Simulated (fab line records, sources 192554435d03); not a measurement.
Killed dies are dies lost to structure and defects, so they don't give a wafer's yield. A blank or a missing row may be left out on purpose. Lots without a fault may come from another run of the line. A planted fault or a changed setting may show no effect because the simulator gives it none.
Problem report in the 8D (eight disciplines) form, filled by code | flow n5_finfet | the parts of the form that need people (team, actions taken, sign-off) are left out

1. THE PROBLEM
killed_at_M4_up at N5_PASSIVATION_PROBE_49 reads a mean of 102 on 6 wafers of 2 lots; wafers without a fault read 14 with a standard deviation of 5.6. That is +16 standard deviations from the usual mean.
First seen on wafer L664.2, day 12 19:49, on prober-01. The record holds 14 wafers of 5 lots with a number at this step. Rule for "out", or "out of limits": more than 4 standard deviations from the usual mean. The other wafers with a number count as sound.

2. WHAT IT IS AND WHAT IT IS NOT
question                    | is                     | is not
which readings at this step | killed_at_M4_up        | killed_at_M0_to_M3, killed_at_contacts, killed_at_front_end, killed_at_other, killed_open, killed_short
which lots                  | L664, L666             | L660, L662, L675
which wafers of those lots  | all that have a number | -
read on which tools         | prober-01              | prober-02
when                        | from day 12 19:49      | up to then (6 sound wafers); but 2 sound wafers of L675 came after

3. SUSPECTS, AND WHAT RULES EACH OUT
Counting: a tool at a process step up to the reading stays a suspect if it ran every lot that is out and no sound lot after the first of them.
- rie_diel-06 at N5_BEOL_M9_ETCH_65 (etches SiARC in CF4, target depth 15.6 nm, time 26 s): kept. It ran every lot that is out, first L664 (day 10 12:41), and no sound lot after that; its last sound lot up to then is L662 (day 10 04:01).
- ald_hk-03 at N5_MIM_TOP_ALD_01 (deposits HfO2, target thk 5.6 nm, pulse time 1 s, purge time 3 s): kept. It ran every lot that is out, first L664 (day 12 10:45), and no sound lot after that. N5_MIM_TOP_ALD_01 gives no start for some lots, so the hours and the order of its lots are those of N5_MIM_BOT_ETCH_ETCH_04.
- prober-01 at N5_PASSIVATION_PROBE_49: kept. It ran every lot that is out, first L664 (day 12 19:49), and no sound lot after that. Its own readings are out on those wafers: killed_at_M4_up.
Left after counting: rie_diel-06 at N5_BEOL_M9_ETCH_65, ald_hk-03 at N5_MIM_TOP_ALD_01, prober-01 at N5_PASSIVATION_PROBE_49.

4. THE CAUSE (what the simulator had put in)
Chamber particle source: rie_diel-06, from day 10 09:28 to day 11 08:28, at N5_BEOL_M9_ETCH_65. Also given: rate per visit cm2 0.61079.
Counting left 3 suspects, and this tool is among them.

5. THE CHAIN OF EFFECTS, in route order
Each row: a reading whose mean over the struck wafers that have a number lies more than 3 standard deviations from the usual. Only readings for which the record gives a usual standard deviation are gone through. hours: the time from each lot's start at the first step in this table that gives one to its start at this step, as a median over the lots. sigmas: the change in usual standard deviations.
hours | step                    | reading              | usual  | on struck wafers | change | sigmas
0     | N5_PASSIVATION_PROBE_49 | defect_limited_yield | 91.1 % | 83.3             | -7.8   | -5.6
0     | N5_PASSIVATION_PROBE_49 | killed_at_M4_up      | 14     | 102              | +88    | +16
0     | N5_PASSIVATION_PROBE_49 | killed_dies          | 105    | 197              | +92    | +5.8
0     | N5_PASSIVATION_PROBE_49 | sort_bin_5_function  | 5.2 %  | 11.0             | +5.8   | +6.3
0     | N5_PASSIVATION_PROBE_49 | sort_n_pass          | 1075   | 983              | -92    | -5.8
0     | N5_PASSIVATION_PROBE_49 | sort_yield_pct       | 91.1 % | 83.3             | -7.8   | -5.6
The process steps in it:
- N5_PASSIVATION_PROBE_49

6. WHAT WOULD HAVE CAUGHT IT SOONER
In this record the first reading out of limits was taken at day 12 19:49, 58 hours after the fault began at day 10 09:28.
Of the tool readings at N5_BEOL_M9_ETCH_65 for which the record gives a usual standard deviation, none was out on any struck wafer, so an alarm limit of 4 standard deviations on them would not have fired.
All the lots that are out (2) had begun N5_BEOL_M9_ETCH_65 on rie_diel-06 by day 12 19:49. A hold on the tool at that time would have spared none of them.
